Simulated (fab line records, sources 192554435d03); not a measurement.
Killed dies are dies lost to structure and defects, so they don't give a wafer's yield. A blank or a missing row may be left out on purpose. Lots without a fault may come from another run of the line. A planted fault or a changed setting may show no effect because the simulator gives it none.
Which tool did it? | flow n5_finfet | 9 lots, 27 wafers sampled, at 6 steps of a route of 1938

WHAT THE GAUGES READ, wafer by wafer
N5_BEOL_M8_INSPECT_13: inspects for defects (brightfield). Usual: raw_defect_count 408, standard deviation 99.
lot  | measured     | on                | raw_defect_count | flag
L699 | day 9 07:19  | defect_inspect-02 | 445 387 277      |
L704 | day 10 13:53 | defect_inspect-01 | 456 364 441      |
L702 | day 10 18:01 | defect_inspect-02 | 333 510 390      |
L707 | day 11 16:13 | defect_inspect-02 | 318 381 400      |
L711 | day 12 15:08 | defect_inspect-02 | 437 401 464      |
L716 | day 13 21:37 | defect_inspect-02 | 284 320 445      |
L718 | day 14 07:45 | defect_inspect-01 | 267 332 337      |
L720 | day 15 01:14 | defect_inspect-02 | 1653 1549 1549   | OFF
L722 | day 15 11:50 | defect_inspect-01 | 1555 1511 1581   | OFF

N5_BEOL_M8_INSPECT_30: inspects for defects (brightfield). Usual: raw_defect_count 407, standard deviation 99.
lot  | measured     | on                | raw_defect_count | flag
L699 | day 9 08:15  | defect_inspect-02 | 447 407 295      |
L704 | day 10 17:01 | defect_inspect-02 | 435 340 425      |
L702 | day 10 20:46 | defect_inspect-02 | 351 462 384      |
L707 | day 11 17:38 | defect_inspect-01 | 335 402 404      |
L711 | day 12 16:16 | defect_inspect-01 | 436 406 487      |
L716 | day 14 00:20 | defect_inspect-02 | 309 325 486      |
L718 | day 14 11:33 | defect_inspect-01 | 270 334 358      |
L720 | day 15 04:05 | defect_inspect-02 | 1629 1567 1553   | OFF
L722 | day 15 13:32 | defect_inspect-02 | 1518 1504 1527   | OFF

WHICH TOOL RAN EACH LOT (tool, then ch and the chambers of the sampled wafers, then the start)
lot  | N5_BEOL_M7_STRIP_80                           | N5_BEOL_M8_ILD_DEP_00           | N5_BEOL_M8_CURE_74            | N5_BEOL_M8_STRIP_19
L699 | rie_diel-03 ch 1,2,3, day 9 05:10 or earlier  | pecvd-01 ch 0,2, day 9 05:10    | uv_cure-02 ch 2, day 9 05:35  | rie_diel-02 ch 0,1,2, day 9 07:44
L704 | rie_diel-03 ch 0,2, day 10 10:54 or earlier   | pecvd-04 ch 0,1, day 10 10:54   | uv_cure-02 ch 2, day 10 11:00 | rie_diel-05 ch 0,2,3, day 10 14:25
L702 | rie_diel-04 ch 0,2, day 10 15:19 or earlier   | pecvd-04 ch 0,1, day 10 15:19   | uv_cure-03 ch 0, day 10 15:23 | rie_diel-05 ch 0,1, day 10 18:53
L707 | rie_diel-03 ch 1,2, day 11 14:41 or earlier   | pecvd-01 ch 0,1, day 11 14:41   | uv_cure-01 ch 0, day 11 14:45 | rie_diel-06 ch 1,2, day 11 16:56
L711 | rie_diel-03 ch 0,1,2, day 12 10:37 or earlier | pecvd-01 ch 0,1,2, day 12 10:37 | uv_cure-02 ch 2, day 12 10:40 | rie_diel-02 ch 0,1,3, day 12 15:48
L716 | rie_diel-03 ch 1,2, day 13 18:19 or earlier   | pecvd-04 ch 0,1,2, day 13 18:19 | uv_cure-02 ch 2, day 13 18:32 | rie_diel-06 ch 1,2,3, day 13 22:16
L718 | rie_diel-04 ch 0,2, day 14 05:19 or earlier   | pecvd-04 ch 1,2, day 14 05:19   | uv_cure-02 ch 2, day 14 05:23 | rie_diel-02 ch 0,1,3, day 14 08:25
L720 | rie_diel-04 ch 0,1,3, day 14 21:58 or earlier | pecvd-04 ch 0,1, day 14 21:58   | uv_cure-03 ch 2, day 14 22:24 | rie_diel-05 ch 0,1,2, day 15 02:18
L722 | rie_diel-03 ch 0,2,3, day 15 08:40 or earlier | pecvd-04 ch 1,2, day 15 08:40   | uv_cure-02 ch 2, day 15 08:54 | rie_diel-02 ch 0,1, day 15 12:40
- N5_BEOL_M7_STRIP_80: strips in N2/H2, time 10 s.
- N5_BEOL_M8_ILD_DEP_00: deposits SiCOH lowk from DEMS/porogen, target thk 179.75 nm, time 33.4 s.
- N5_BEOL_M8_CURE_74: cures SiCOH lowk, time 240 s.
- N5_BEOL_M8_STRIP_19: strips in O2.

WHAT THE TOOLS THEMSELVES READ (means of the sampled wafers that have a number; where no wafer has one, the mark that the record gives instead)
N5_BEOL_M7_STRIP_80. Usual: drypump_motor_current_A 5.8 A, standard deviation 0.57; oes_product_au 0.79 a.u., standard deviation 0.091; rf_vpp_V 59.3 V, standard deviation 0.76; showerhead_plenum_p_Torr 2.56 Torr, standard deviation 0.099; throttle_valve_pct 23.59 %, standard deviation 0.29.
lot  | tool        | drypump_motor_current_A (A) | oes_product_au (a.u.) | rf_vpp_V (V) | showerhead_plenum_p_Torr (Torr) | throttle_valve_pct (%) | flag
L699 | rie_diel-03 | 6.0                         | 0.79                  | 59.7         | 2.62                            | 23.61                  |
L704 | rie_diel-03 | 5.2                         | 0.72                  | 58.3         | 2.45                            | 23.60                  |
L702 | rie_diel-04 | 5.6                         | 0.74                  | 59.1         | 2.59                            | 23.91                  |
L707 | rie_diel-03 | 5.9                         | 0.71                  | 59.6         | 2.60                            | 23.76                  |
L711 | rie_diel-03 | 5.6                         | 0.71                  | 59.3         | 2.52                            | 23.68                  |
L716 | rie_diel-03 | 5.7                         | 0.70                  | 59.3         | 2.55                            | 23.94                  |
L718 | rie_diel-04 | 5.9                         | 0.87                  | 58.5         | 2.54                            | 23.71                  |
L720 | rie_diel-04 | 5.8                         | 0.85                  | 59.4         | 2.63                            | 23.48                  |
L722 | rie_diel-03 | 5.7                         | 0.74                  | 58.8         | 2.53                            | 23.62                  |

N5_BEOL_M8_ILD_DEP_00. Usual: heater_power_w 344 W, standard deviation 74; showerhead_plenum_p_Torr 5.741 Torr, standard deviation 0.013; throttle_valve_pct 13.4 %, standard deviation 0.78.
lot  | tool     | heater_power_w (W) | showerhead_plenum_p_Torr (Torr) | throttle_valve_pct (%) | flag
L699 | pecvd-01 | 293                | 5.743                           | 13.2                   |
L704 | pecvd-04 | 438                | 5.737                           | 13.1                   |
L702 | pecvd-04 | 393                | 5.735                           | 13.2                   |
L707 | pecvd-01 | 268                | 5.740                           | 14.5                   |
L711 | pecvd-01 | 261                | 5.740                           | 13.8                   |
L716 | pecvd-04 | 399                | 5.734                           | 12.8                   |
L718 | pecvd-04 | 420                | 5.724                           | 13.1                   |
L720 | pecvd-04 | 401                | 5.754                           | 13.0                   |
L722 | pecvd-04 | 407                | 5.740                           | 13.0                   |

N5_BEOL_M8_CURE_74. Usual: lamp_power_pct 52.31 %, standard deviation 0.055; wafer_temp_C_max 386.5, standard deviation 0.52.
lot  | tool       | lamp_power_pct (%) | wafer_temp_C_max | flag
L699 | uv_cure-02 | 52.29              | 386.1            |
L704 | uv_cure-02 | 52.24              | 386.6            |
L702 | uv_cure-03 | 52.34              | 387.2            |
L707 | uv_cure-01 | 52.27              | 387.2            |
L711 | uv_cure-02 | 52.34              | 386.5            |
L716 | uv_cure-02 | 52.27              | 386.0            |
L718 | uv_cure-02 | 52.32              | 385.8            |
L720 | uv_cure-03 | 52.31              | 386.0            |
L722 | uv_cure-02 | 52.33              | 386.4            |

N5_BEOL_M8_STRIP_19. Usual: drypump_motor_current_A 5.8 A, standard deviation 0.49; o2_flow_sccm 225.1 sccm, standard deviation 0.73; oes_product_au 0.79 a.u., standard deviation 0.09; rf_vpp_V 3.7 V, standard deviation 0.59; showerhead_plenum_p_Torr 2.13 Torr, standard deviation 0.076; throttle_valve_pct 16.66 %, standard deviation 0.23.
lot  | tool        | drypump_motor_current_A (A) | o2_flow_sccm (sccm) | oes_product_au (a.u.) | rf_vpp_V (V) | showerhead_plenum_p_Torr (Torr) | throttle_valve_pct (%) | flag
L699 | rie_diel-02 | 6.3                         | 225.4               | 0.75                  | 4.0          | 2.16                            | 16.55                  |
L704 | rie_diel-05 | 5.4                         | 225.2               | 0.81                  | 2.9          | 2.14                            | 16.50                  |
L702 | rie_diel-05 | 5.7                         | 225.4               | 0.85                  | 4.4          | 2.06                            | 16.50                  |
L707 | rie_diel-06 | 5.6                         | 225.1               | 0.83                  | 3.3          | 2.15                            | 16.88                  |
L711 | rie_diel-02 | 6.2                         | 225.2               | 0.80                  | 3.8          | 2.11                            | 16.48                  |
L716 | rie_diel-06 | 5.6                         | 225.5               | 0.79                  | 3.9          | 2.13                            | 16.84                  |
L718 | rie_diel-02 | 6.2                         | 225.8               | 0.79                  | 3.6          | 2.11                            | 16.50                  |
L720 | rie_diel-05 | 5.6                         | 225.2               | 0.80                  | 3.1          | 2.12                            | 16.64                  |
L722 | rie_diel-02 | 6.5                         | 225.8               | 0.73                  | 4.1          | 2.16                            | 16.56                  |

THE ANSWER, worked out from the rows above alone
Rule: a lot is off if the mean of its wafers that have a number lies more than 3 standard deviations from the usual mean. A lot without any number at a reading at which 4 lots or more have one is off too. The other lots that the step has rows for count as sound. The gauges are gone through in route order, then the tools' own readings, and for those a lot's mean is taken as printed above. The first step at which some lot is off is used, and at that step the reading that is off furthest; a lot without a number counts as furthest.
Off: L720, L722, at N5_BEOL_M8_INSPECT_13 (raw_defect_count).
A tool fits if, at a process step before that reading, it ran every lot that is off, and no sound lot after the first of them. The gauges at N5_BEOL_M8_INSPECT_13 are tried like those tools. N5_BEOL_M7_STRIP_80 gives no start for some lots, so the hours and the order of its lots are those of N5_BEOL_M8_ILD_DEP_00. One fits: pecvd-04 at N5_BEOL_M8_ILD_DEP_00. Its last sound lot is L718 (day 14 05:19), its first lot that is off L720 (day 14 21:58): a fault that began between those two fits.

WHAT THE SIMULATOR HAD PUT IN
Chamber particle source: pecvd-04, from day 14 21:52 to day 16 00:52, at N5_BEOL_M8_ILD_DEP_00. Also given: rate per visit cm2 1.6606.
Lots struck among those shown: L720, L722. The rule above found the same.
